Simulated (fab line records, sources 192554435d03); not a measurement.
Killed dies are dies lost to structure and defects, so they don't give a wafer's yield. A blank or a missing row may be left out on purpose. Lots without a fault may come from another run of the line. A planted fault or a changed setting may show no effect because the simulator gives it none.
Problem report in the 8D (eight disciplines) form, filled by code | flow n5_finfet | the parts of the form that need people (team, actions taken, sign-off) are left out

1. THE PROBLEM
run_length_s at N5_BEOL_M10_COAT_60 reads a mean of 57.95 s on 3 wafers of 2 lots; wafers without a fault read 66.07 s with a standard deviation of 0.16. That is -51 standard deviations from the usual mean.
The step: time 60 s, resist thk 30 nm.
First seen on wafer L101.2, day 11 20:30, on litho_track-04. The record holds 35 wafers of 12 lots with a number at this step. Rule for "out", or "out of limits": more than 4 standard deviations from the usual mean. The other wafers with a number count as sound.

2. WHAT IT IS AND WHAT IT IS NOT
question                    | is                                 | is not
which readings at this step | run_length_s, heater_power_total_W | -
which lots                  | L101, L102                         | L108, L109, L112, L113, L114, L115, L116, L117, L994, L995
which wafers of those lots  | L101.2, L101.3, L102.3             | L101.1, L102.1, L102.6
read on which tools         | litho_track-04                     | litho_track-01, litho_track-05
when                        | from day 11 20:30                  | up to then (6 sound wafers); but 26 sound wafers of L102, L108, L109, L112, L113, L114, L115, L116, L117 came after

3. SUSPECTS, AND WHAT RULES EACH OUT
Counting: a tool at a process step up to the reading stays a suspect if it ran every lot that is out. Sound lots after the first of them don't rule it out here, since some wafers of a struck lot are sound.
- pvd_sputter-01 at N5_BEOL_M10_HM_DEP_02 (deposits TiN, target thk 20 nm): kept. It ran every lot that is out, first L101 (day 11 20:22).
- litho_track-04 at N5_BEOL_M10_COAT_60 (time 60 s, resist thk 30 nm): kept. It ran every lot that is out, first L101 (day 11 20:30). Its own readings are out on those wafers: heater_power_total_W, run_length_s.
Left after counting: pvd_sputter-01 at N5_BEOL_M10_HM_DEP_02, litho_track-04 at N5_BEOL_M10_COAT_60.

4. THE CAUSE (what the simulator had put in)
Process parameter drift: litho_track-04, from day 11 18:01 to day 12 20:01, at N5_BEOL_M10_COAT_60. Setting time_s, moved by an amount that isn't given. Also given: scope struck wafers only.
Counting left 2 suspects, and this tool is among them.

5. THE CHAIN OF EFFECTS, in route order
Each row: a reading whose mean over the struck wafers that have a number lies more than 3 standard deviations from the usual. Only readings for which the record gives a usual standard deviation are gone through. hours: the time from each lot's start at the first step in this table that gives one to its start at this step, as a median over the lots. sigmas: the change in usual standard deviations.
hours | step                | reading              | usual   | on struck wafers | change | sigmas
0     | N5_BEOL_M10_COAT_60 | heater_power_total_W | 427.3 W | 462.9            | +35.6  | +17
0     | N5_BEOL_M10_COAT_60 | run_length_s         | 66.07 s | 57.95            | -8.12  | -51
The process steps in it:
- N5_BEOL_M10_COAT_60: time 60 s, resist thk 30 nm.
Later measuring or inspecting steps at which every struck wafer that the step has a row for has a number for every such reading, and none has moved that far: N5_BEOL_M10_CD_MEAS_11.

6. WHAT WOULD HAVE CAUGHT IT SOONER
In this record the first reading out of limits was taken at day 11 20:30, 2 hours after the fault began at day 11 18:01.
